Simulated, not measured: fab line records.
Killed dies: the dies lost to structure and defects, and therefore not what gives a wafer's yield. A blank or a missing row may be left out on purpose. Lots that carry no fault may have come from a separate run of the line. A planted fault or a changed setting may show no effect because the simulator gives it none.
The tool behind it: which one? | flow nand harc | 14 lots with 42 wafers sampled at 5 steps, on a route of 1302 steps

== WHAT THE GAUGES READ, wafer by wafer ==
NHARC_A_ONON_D1_THK_MEAS_08: measures by ellipsometry.
lot  | measured     | on            | thk nm (nm)
L276 | day 7 22:38  | film metro-02 | 998 997 998
L279 | day 8 18:50  | film metro-01 | 1011 1009 1008
L278 | day 8 18:58  | film metro-01 | 1007 1006 1008
L280 | day 9 13:22  | film metro-01 | 994 993 993
L281 | day 10 09:57 | film metro-01 | 997 1000 1000
L283 | day 10 21:59 | film metro-01 | 1016 1015 1015
L284 | day 11 08:26 | film metro-02 | 1015 1012 1015
L285 | day 11 16:06 | film metro-01 | 985 985 983
L287 | day 12 00:46 | film metro-02 | 1000 997 999
L286 | day 12 00:46 | film metro-01 | 1004 1005 1005
L289 | day 13 04:23 | film metro-01 | 1008 1011 1009
L293 | day 15 08:29 | film metro-01 | 1002 1001 1001
L296 | day 16 02:45 | film metro-01 | 988 988 990
L297 | day 16 19:23 | film metro-01 | 996 996 997

NHARC_A_ONON_D1_THK_MEAS_14: measures by ellipsometry.
lot  | measured     | on            | thk nm (nm)
L276 | day 7 23:46  | film metro-01 | 1002 1001 1000
L279 | day 8 19:58  | film metro-02 | 981 980 981
L278 | day 8 20:07  | film metro-02 | 1006 1005 1006
L280 | day 9 14:29  | film metro-02 | 989 990 989
L281 | day 10 11:07 | film metro-01 | 997 997 994
L283 | day 10 23:08 | film metro-02 | 992 991 991
L284 | day 11 09:35 | film metro-02 | 1005 1004 1004
L285 | day 11 17:14 | film metro-02 | 988 988 989
L287 | day 12 01:53 | film metro-01 | 1009 1009 1009
L286 | day 12 01:55 | film metro-02 | 979 983 979
L289 | day 13 05:31 | film metro-02 | 992 992 993
L293 | day 15 09:37 | film metro-02 | 1013 1012 1011
L296 | day 16 03:53 | film metro-01 | 968 970 967
L297 | day 16 20:32 | film metro-01 | 1012 1011 1012

NHARC_A_ONON_D1_THK_MEAS_21: measures by ellipsometry.
lot  | measured     | on            | thk nm (nm)
L276 | day 8 10:14  | film metro-02 | 991 993 993
L279 | day 9 04:19  | film metro-01 | 1006 1002 1004
L278 | day 9 04:19  | film metro-02 | 993 994 995
L280 | day 9 22:50  | film metro-02 | 989 989 989
L281 | day 10 19:27 | film metro-02 | 989 990 990
L283 | day 11 07:47 | film metro-02 | 994 994 995
L284 | day 11 19:29 | film metro-02 | 999 998 998
L285 | day 12 01:38 | film metro-02 | 1017 1017 1017
L287 | day 12 10:28 | film metro-02 | 1014 1014 1012
L286 | day 12 10:28 | film metro-01 | 1012 1011 1010
L289 | day 13 13:41 | film metro-01 | 992 992 991
L293 | day 15 22:00 | film metro-02 | 998 996 996
L296 | day 16 12:11 | film metro-02 | 1002 1001 1000
L297 | day 17 06:18 | film metro-02 | 986 988 988

NHARC_A_ONON_D1_THK_MEAS_24: measures by ellipsometry.
lot  | measured     | on            | thk nm (nm)
L276 | day 8 10:49  | film metro-02 | 993 994 994
L279 | day 9 04:53  | film metro-02 | 1012 1009 1010
L278 | day 9 04:53  | film metro-01 | 1001 1000 1001
L280 | day 9 23:24  | film metro-01 | 1008 1006 1006
L281 | day 10 20:01 | film metro-02 | 997 995 995
L283 | day 11 08:22 | film metro-02 | 981 982 982
L284 | day 11 20:03 | film metro-01 | 999 1001 1000
L285 | day 12 02:11 | film metro-01 | 990 991 989
L287 | day 12 11:02 | film metro-02 | 1008 1006 1007
L286 | day 12 11:02 | film metro-01 | 987 988 988
L289 | day 13 14:15 | film metro-01 | 1007 1005 1006
L293 | day 15 22:34 | film metro-02 | 1195 1196 1014
L296 | day 16 12:46 | film metro-01 | 993 1174 1173
L297 | day 17 06:52 | film metro-02 | 1004 1004 1003

== EACH LOT AND THE TOOL THAT RAN IT (in order: tool; ch and the chambers of the sampled wafers; start) ==
lot  | NHARC_A_ONON_D1_DEP_22
L276 | pecvd onon-02 ch 0, day 8 10:21
L279 | pecvd onon-04 ch 0, day 9 04:23
L278 | pecvd onon-01 ch 0, day 9 04:26
L280 | pecvd onon-01 ch 0, day 9 22:56
L281 | pecvd onon-01 ch 0, day 10 19:37
L283 | pecvd onon-01 ch 0, day 11 07:54
L284 | pecvd onon-02 ch 0, day 11 19:36
L285 | pecvd onon-02 ch 0, day 12 01:41
L287 | pecvd onon-04 ch 0, day 12 10:38
L286 | pecvd onon-02 ch 0, day 12 10:31
L289 | pecvd onon-04 ch 0, day 13 13:44
L293 | pecvd onon-01 ch 0, day 15 22:07
L296 | pecvd onon-01 ch 0, day 16 12:15
L297 | pecvd onon-04 ch 0, day 17 06:22
- NHARC_A_ONON_D1_DEP_22: target thk 1000 nm.

== AS READ BY THE TOOLS THEMSELVES (means over the sampled wafers that have a number; for cases with no such wafer, the mark the record gives instead) ==
NHARC_A_ONON_D1_DEP_22.
lot  | tool          | sih4 flow sccm (sccm) | susceptor temp C (C)
L276 | pecvd onon-02 | 210.8                 | 399.92
L279 | pecvd onon-04 | 209.8                 | 400.34
L278 | pecvd onon-01 | 209.3                 | 400.08
L280 | pecvd onon-01 | 209.6                 | 400.14
L281 | pecvd onon-01 | 210.4                 | 400.25
L283 | pecvd onon-01 | 210.5                 | 399.69
L284 | pecvd onon-02 | 210.8                 | 399.93
L285 | pecvd onon-02 | 210.0                 | 400.00
L287 | pecvd onon-04 | 210.3                 | 400.10
L286 | pecvd onon-02 | 210.1                 | 400.04
L289 | pecvd onon-04 | 209.5                 | 400.33
L293 | pecvd onon-01 | 210.7                 | 399.61
L296 | pecvd onon-01 | 210.0                 | 399.77
L297 | pecvd onon-04 | 210.8                 | 400.05

== THE ANSWER, worked out from the rows above alone ==
Rule: the usual values come from the lots themselves. The widest of any qualifying gaps counts: lots, ordered by their means at a reading, are off when they make up no more than a third of the lots, leave a main group of 4 or more, and stand apart from it by 3 or more times the standard deviation of that group's means. A main group is skipped when, at the precision printed for the reading in the tables above, its means are all equal. A lot without any number at a reading at which 4 lots or more have one is off too. Any other lot the step has rows for is counted as sound. The gauges are gone through in route order, then the tools' own readings, and for those a lot's mean is taken as printed above. The first step at which some lot is off is used, and at that step the reading that is off furthest; a lot without a number counts as furthest.
Off: L293, L296 (NHARC_A_ONON_D1_THK_MEAS_24, thk nm). The main group: mean 999 nm, standard deviation 8.5.
A tool fits if, at a process step before that reading, it ran every lot that is off, and no sound lot after the first of them. Those tools and the gauges at NHARC_A_ONON_D1_THK_MEAS_24 are tried in the same way. One candidate fits, namely pecvd onon-01 at NHARC_A_ONON_D1_DEP_22. A fault onset in the window from L283 (day 11 07:54, its last sound lot) to L293 (day 15 22:07, its first lot off) fits.

== WHAT THE SIMULATOR PUT IN ==
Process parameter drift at NHARC_A_ONON_D1_DEP_22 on pecvd onon-01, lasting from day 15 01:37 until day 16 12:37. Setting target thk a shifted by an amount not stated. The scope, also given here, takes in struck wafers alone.
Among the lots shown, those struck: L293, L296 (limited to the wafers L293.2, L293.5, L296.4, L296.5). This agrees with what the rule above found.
